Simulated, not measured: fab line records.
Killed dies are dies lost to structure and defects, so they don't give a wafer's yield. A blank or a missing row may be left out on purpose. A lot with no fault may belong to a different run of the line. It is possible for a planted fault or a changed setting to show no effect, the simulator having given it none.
Lot-split experiment / flow n5 finfet / route with 1938 steps; 7 lots, 21 wafers read

== THE SPLIT ==
At N5_BEOL_M13_ILD_DEP_00 (deposits SiOC from DEMS/O2, target thk 837.92 nm, time 166.4 s), the setting time s was moved away from the recipe's 166.4 s on 9 of the 21 wafers read, by -13.9% to +10.8%. This setting was run at the recipe's value on the other wafers.

There is no step in the file separating the split from the reading.

== THE READING ==
Values of M13_ILD_THK in nm from N5_BEOL_M13_THK_MEAS_01. A value of 840 nm with a standard deviation of 11 nm is what fault-free wafers of this fab line usually give.

wafer=L076.1; tool, chamber at the split=pecvd-04, 0; time s as run, s=152.3; against the recipe=-8.5%; M13_ILD_THK, nm=776; against lot-mates on the recipe=no lot-mate on the recipe
wafer=L076.5; tool, chamber at the split=pecvd-04, 0; time s as run, s=152.3; against the recipe=-8.5%; M13_ILD_THK, nm=784; against lot-mates on the recipe=no lot-mate on the recipe
wafer=L076.6; tool, chamber at the split=pecvd-04, 1; time s as run, s=152.3; against the recipe=-8.5%; M13_ILD_THK, nm=781; against lot-mates on the recipe=no lot-mate on the recipe
wafer=L077.2; tool, chamber at the split=pecvd-03, 1; time s as run, s=166.4; against the recipe=recipe; M13_ILD_THK, nm=827; against lot-mates on the recipe=-
wafer=L077.4; tool, chamber at the split=pecvd-03, 2; time s as run, s=143.2; against the recipe=-13.9%; M13_ILD_THK, nm=722; against lot-mates on the recipe=-105
wafer=L077.6; tool, chamber at the split=pecvd-03, 0; time s as run, s=143.2; against the recipe=-13.9%; M13_ILD_THK, nm=727; against lot-mates on the recipe=-100
wafer=L079.2; tool, chamber at the split=pecvd-04, 0; time s as run, s=166.4; against the recipe=recipe; M13_ILD_THK, nm=842; against lot-mates on the recipe=-
wafer=L079.3; tool, chamber at the split=pecvd-04, 1; time s as run, s=166.4; against the recipe=recipe; M13_ILD_THK, nm=834; against lot-mates on the recipe=-
wafer=L079.4; tool, chamber at the split=pecvd-04, 1; time s as run, s=166.4; against the recipe=recipe; M13_ILD_THK, nm=854; against lot-mates on the recipe=-
wafer=L085.2; tool, chamber at the split=pecvd-03, 2; time s as run, s=166.4; against the recipe=recipe; M13_ILD_THK, nm=838; against lot-mates on the recipe=-
wafer=L085.3; tool, chamber at the split=pecvd-03, 2; time s as run, s=166.4; against the recipe=recipe; M13_ILD_THK, nm=838; against lot-mates on the recipe=-
wafer=L085.4; tool, chamber at the split=pecvd-03, 1; time s as run, s=144.6; against the recipe=-13.1%; M13_ILD_THK, nm=745; against lot-mates on the recipe=-93
wafer=L086.2; tool, chamber at the split=pecvd-04, 1; time s as run, s=166.4; against the recipe=recipe; M13_ILD_THK, nm=838; against lot-mates on the recipe=-
wafer=L086.4; tool, chamber at the split=pecvd-04, 2; time s as run, s=166.4; against the recipe=recipe; M13_ILD_THK, nm=860; against lot-mates on the recipe=-
wafer=L086.6; tool, chamber at the split=pecvd-04, 1; time s as run, s=166.4; against the recipe=recipe; M13_ILD_THK, nm=847; against lot-mates on the recipe=-
wafer=L088.2; tool, chamber at the split=pecvd-04, 1; time s as run, s=179.9; against the recipe=+8.1%; M13_ILD_THK, nm=896; against lot-mates on the recipe=+48
wafer=L088.5; tool, chamber at the split=pecvd-04, 2; time s as run, s=179.9; against the recipe=+8.1%; M13_ILD_THK, nm=919; against lot-mates on the recipe=+71
wafer=L088.6; tool, chamber at the split=pecvd-04, 0; time s as run, s=166.4; against the recipe=recipe; M13_ILD_THK, nm=848; against lot-mates on the recipe=-
wafer=L096.1; tool, chamber at the split=pecvd-04, 1; time s as run, s=184.3; against the recipe=+10.8%; M13_ILD_THK, nm=929; against lot-mates on the recipe=+85
wafer=L096.2; tool, chamber at the split=pecvd-04, 2; time s as run, s=166.4; against the recipe=recipe; M13_ILD_THK, nm=840; against lot-mates on the recipe=-
wafer=L096.4; tool, chamber at the split=pecvd-04, 0; time s as run, s=166.4; against the recipe=recipe; M13_ILD_THK, nm=848; against lot-mates on the recipe=-

THE FIT
A straight line over all 21 wafers: M13_ILD_THK changes by +7.98 nm for each +1% of time s; r = +0.99; the points scatter about the line by 8.7 nm.
The same after taking each lot's own level away (the mean of its wafers on the recipe; 18 wafers): +7.38 nm for each +1%; r = +0.99; scatter 7.1 nm.
On that fit, the largest move of time s shifts the reading by 1e+02 nm.
The span of the lots' own levels, 827.0 to 848.3 nm, comes to 1.9 times the standard deviation stated above.
So the lot-to-lot level changes the slope little: the two slopes agree.
Check: for one of the wafers moved furthest among these (-13.9%), held out of the fit, the line's prediction against its lot-mates is -101 nm. Against them it came out at -105 nm.

== ADDITIONAL SPLITS CARRIED BY THESE WAFERS ==
Other splits were also applied to these wafers ahead of the reading. Each is held against what the fit with the lots' levels taken away leaves over:
other split on the same wafers=N5_BEOL_M11_TRENCH_ETCH_37 time s; wafers away from the commonest value=5; r with M13_ILD_THK (lot level and that fit taken away)=+0.12
other split on the same wafers=N5_BEOL_M11_DEGAS_44 temp c; wafers away from the commonest value=6; r with M13_ILD_THK (lot level and that fit taken away)=+0.10

== THE WHOLE CHAIN: every reading that the file lists as answering this split, in the file's order ==
step=N5_BEOL_M13_ILD_DEP_00; what it does=deposits SiOC from DEMS/O2, target thk 837.92 nm, time 166.4 s; reading=SiOC_of_BEOL_M13_ILD_DEP_00.thk nm (the simulator's own value, which no gauge read); change (the file's fit)=+7.36 nm for each +1% of the setting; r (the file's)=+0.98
step=N5_BEOL_M13_THK_MEAS_01; what it does=; reading=M13_ILD_THK; change (the file's fit)=+7.39 for each +1% of the setting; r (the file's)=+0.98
step=N5_BEOL_M13_VIA_ETCH_16; what it does=etches SiOC in C4F8/O2/Ar, target depth 921.7 nm; reading=etch.depth nm (the simulator's own value, which no gauge read); change (the file's fit)=+7.36 nm for each +1% of the setting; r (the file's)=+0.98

== FILE'S OWN FIT ==
M13_ILD_THK changes by +7.39 nm for each +1% of time s, r = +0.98.
